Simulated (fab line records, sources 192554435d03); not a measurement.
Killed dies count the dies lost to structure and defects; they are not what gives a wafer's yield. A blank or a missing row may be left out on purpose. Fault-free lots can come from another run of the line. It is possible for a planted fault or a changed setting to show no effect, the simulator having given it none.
Split-lot trial ; flow n5_finfet ; 39 wafers read from 7 lots, route of 1938 steps

## ABOUT THE SPLIT
At N5_BEOL_M8_ILD_DEP_00 (deposits SiCOH lowk from DEMS/porogen, target thk 179.75 nm, time 33.4 s), the setting time_s was moved away from the recipe's 33.4 s on 12 of the 39 wafers read, by -59.6% to +34.0%. This setting was run at the recipe's value on the other wafers.

## SPLIT TO READING: what lies between them in the file, 1 step
- N5_BEOL_M8_CURE_74: cures SiCOH lowk, time 240 s

## THE READING
M8_ILD_THK, in nm, at N5_BEOL_M8_THK_MEAS_01. Typical for fault-free wafers on this fab line: 154.9 nm, with standard deviation 1.9 nm.

wafer;tool, chamber at the split;time_s as run, s;against the recipe;M8_ILD_THK, nm;against lot-mates on the recipe
L075.1;pecvd-03, 1;33.4;recipe;154.7;-
L075.2;pecvd-03, 0;33.4;recipe;152.6;-
L075.3;pecvd-03, 0;33.4;recipe;157.1;-
L075.4;pecvd-03, 1;33.4;recipe;155.4;-
L075.5;pecvd-03, 0;33.4;recipe;157.6;-
L075.6;pecvd-03, 1;33.4;recipe;157.8;-
L076.1;pecvd-03, 0;33.4;recipe;154.5;-
L076.2;pecvd-03, 1;39.08;+17.0%;179.6;+23.4
L076.3;pecvd-03, 0;33.4;recipe;158.1;-
L076.4;pecvd-03, 1;39.08;+17.0%;183.7;+27.5
L076.5;pecvd-03, 0;39.08;+17.0%;184.6;+28.4
L076.6;pecvd-03, 1;33.4;recipe;156.1;-
L077.1;pecvd-01, 0;33.4;recipe;155.1;-
L077.2;pecvd-01, 2;44.75;+34.0%;204.9;+49.4
L077.3;pecvd-01, 1;44.75;+34.0%;204.5;+49.0
L077.4;pecvd-01, 2;33.4;recipe;155.6;-
L077.5;pecvd-01, 1;33.4;recipe;155.9;-
L077.6;pecvd-01, 0;44.75;+34.0%;207.1;+51.6
L078.1;pecvd-03, 1;33.4;recipe;153.8;-
L078.2;pecvd-03, 0;33.4;recipe;153.9;-
L078.3;pecvd-03, 1;33.4;recipe;156.3;-
L078.4;pecvd-03, 0;33.4;recipe;157.1;-
L078.5;pecvd-03, 0;33.4;recipe;158.4;-
L078.6;pecvd-03, 1;33.4;recipe;156.6;-
L081.1;pecvd-04, 0;33.4;recipe;154.7;-
L081.4;pecvd-04, 2;33.4;recipe;154.9;-
L081.6;pecvd-04, 1;33.4;recipe;153.9;-
L084.1;pecvd-04, 0;33.4;recipe;151.7;-
L084.2;pecvd-04, 1;33.4;recipe;148.9;-
L084.3;pecvd-04, 2;33.4;recipe;150.9;-
L084.4;pecvd-04, 1;13.49;-59.6%;62.0;-88.5
L084.5;pecvd-04, 0;13.49;-59.6%;62.5;-88.0
L084.6;pecvd-04, 2;13.49;-59.6%;61.5;-89.0
L090.1;pecvd-04, 1;26.81;-19.7%;124.0;-30.7
L090.2;pecvd-04, 0;26.81;-19.7%;123.3;-31.4
L090.3;pecvd-04, 2;33.4;recipe;153.3;-
L090.4;pecvd-04, 0;33.4;recipe;155.5;-
L090.5;pecvd-04, 1;33.4;recipe;155.4;-
L090.6;pecvd-04, 2;26.81;-19.7%;124.7;-30.0

THE FIT
A straight line over all 39 wafers: M8_ILD_THK changes by +1.55 nm for each +1% of time_s; r = +1.00; the points scatter about the line by 2.1 nm.
The same after taking each lot's own level away (the mean of its wafers on the recipe; 39 wafers): +1.49 nm for each +1%; r = +1.00; scatter 1.5 nm.
Per that fit: largest time_s move, reading shift of 89 nm.
Across the lots, their own levels run from 150.50 to 156.23 nm, a range of 3.0 times the standard deviation given above.
The two slopes agree, so the slope changes little with the lot-to-lot level.
Check: -89 nm against its lot-mates is what the line predicts for one of the wafers moved furthest among these (-59.6%) when that wafer is left out of the fit. It came out at -88.5 nm against them.

## THE OTHER SPLITS THESE WAFERS WENT THROUGH
Other splits were also applied to these wafers ahead of the reading. Each is held against what the fit with the lots' levels taken away leaves over:
other split on the same wafers;wafers away from the commonest value;r with M8_ILD_THK (lot level and that fit taken away)
N5_SD_EPI_N_EPI_21 time_s;12;-0.10
N5_MOL_CONTACT_COAG_ETCHBACK_135 time_s;9;+0.12
N5_BEOL_M0_SAQP_SPACER1_ALD_98 ald_cycles;15;-0.26
N5_BEOL_M3_DEP_57 time_s;9;+0.16
N5_BEOL_M5_CVD_47 target_thk_a;15;+0.14

## THE WHOLE CHAIN: every reading that the file lists as answering this split, in the file's order
step;what it does;reading;change (the file's fit);r (the file's)
N5_BEOL_M8_ILD_DEP_00;deposits SiCOH lowk from DEMS/porogen, target thk 179.75 nm, time 33.4 s;SiCOH_lowk_of_BEOL_M8_ILD_DEP_00.thk_nm (the simulator's own value, which no gauge read);+1.72 nm for each +1% of the setting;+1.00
N5_BEOL_M8_CURE_74;cures SiCOH lowk, time 240 s;SiCOH_lowk_of_BEOL_M8_ILD_DEP_00.thk_nm (the simulator's own value, which no gauge read);+1.49 nm for each +1% of the setting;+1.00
N5_BEOL_M8_THK_MEAS_01;;M8_ILD_THK;+1.49 for each +1% of the setting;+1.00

## THE FILE'S OWN FIT
M8_ILD_THK changes by +1.49 nm for each +1% of time_s, r = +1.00.
